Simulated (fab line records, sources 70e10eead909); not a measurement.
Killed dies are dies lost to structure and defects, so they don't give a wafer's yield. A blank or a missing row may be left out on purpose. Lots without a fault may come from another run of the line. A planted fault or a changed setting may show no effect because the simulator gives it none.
Chamber matching | flow nand_harc | NHARC_A_CHANNEL_FILL_D1_ALD_25 on ald_hk-04: 4 sister chambers
The step deposits SiOx, target thk 60 nm, pulse time 10 s, ald cycles 600. 16 wafers are shown with their chamber, then 8 later ones without.

WAFERS WITH THEIR CHAMBER
wafer  | chamber | heater_power_w (W) | precursor_pulse_height_rel | susceptor_temp_C (C)
L077.4 | 0       | 528                | 0.974                      | 299.92
L077.3 | 2       | 441                | 0.984                      | 299.66
L077.6 | 0       | 514                | 1.009                      | 299.91
L078.2 | 2       | 444                | 1.007                      | 300.54
L078.4 | 0       | 531                | 0.979                      | 299.94
L078.5 | 3       | 489                | 1.011                      | 300.31
L082.1 | 2       | 445                | 1.031                      | 299.78
L082.3 | 3       | 490                | 1.003                      | 299.79
L082.5 | 1       | 619                | 0.983                      | 299.99
L084.4 | 0       | 507                | 1.038                      | 300.23
L084.3 | 2       | 444                | 1.017                      | 299.93
L084.6 | 0       | 512                | 1.019                      | 300.39
L088.2 | 2       | 449                | 0.990                      | 299.78
L088.4 | 1       | 614                | 0.998                      | 300.14
L088.5 | 1       | 614                | 0.994                      | 299.74
L089.1 | 0       | 509                | 0.989                      | 299.76

SIGNATURES (means of the wafers above)
reading                    | chamber 0 | chamber 1 | chamber 2 | chamber 3 | scatter within a chamber
heater_power_w             | 516.83    | 615.67    | 444.60    | 489.50    | 6.86
precursor_pulse_height_rel | 1.00133   | 0.99167   | 1.00580   | 1.00700   | 0.0199
susceptor_temp_C           | 300.0250  | 299.9567  | 299.9380  | 300.0500  | 0.286
Rule: a wafer's distance from a chamber is the root of the sum, over the readings, of the square of ((its reading less the chamber's mean) divided by the reading's scatter). The wafer belongs to the nearest chamber; if the next one is less than 2 further off, it can't be placed. The scatter: the root of (the sum of the squares of (reading less its chamber's mean) over the shown wafers, divided by (wafers less chambers)).

WAFERS WITHOUT THEIR CHAMBER
wafer  | heater_power_w (W) | precursor_pulse_height_rel | susceptor_temp_C (C)
L089.3 | 490                | 1.004                      | 300.08
L089.6 | 492                | 0.977                      | 300.18
L095.1 | 486                | 1.022                      | 300.01
L095.3 | 526                | 1.011                      | 299.81
L095.4 | 435                | 0.979                      | 300.01
L097.4 | 445                | 0.971                      | 300.19
L097.2 | 525                | 1.014                      | 300.26
L097.5 | 448                | 0.980                      | 300.02

WHICH CHAMBER EACH WENT THROUGH
wafer  | from the rows above | in truth
L089.3 | 3                   | 3
L089.6 | 3                   | 3
L095.1 | 3                   | 3
L095.3 | 0                   | 0
L095.4 | 2                   | 2
L097.4 | 2                   | 2
L097.2 | 0                   | 0
L097.5 | 2                   | 2
Placed correctly: 8 of 8. Can't be placed from these rows: 0. Placed wrongly: 0.
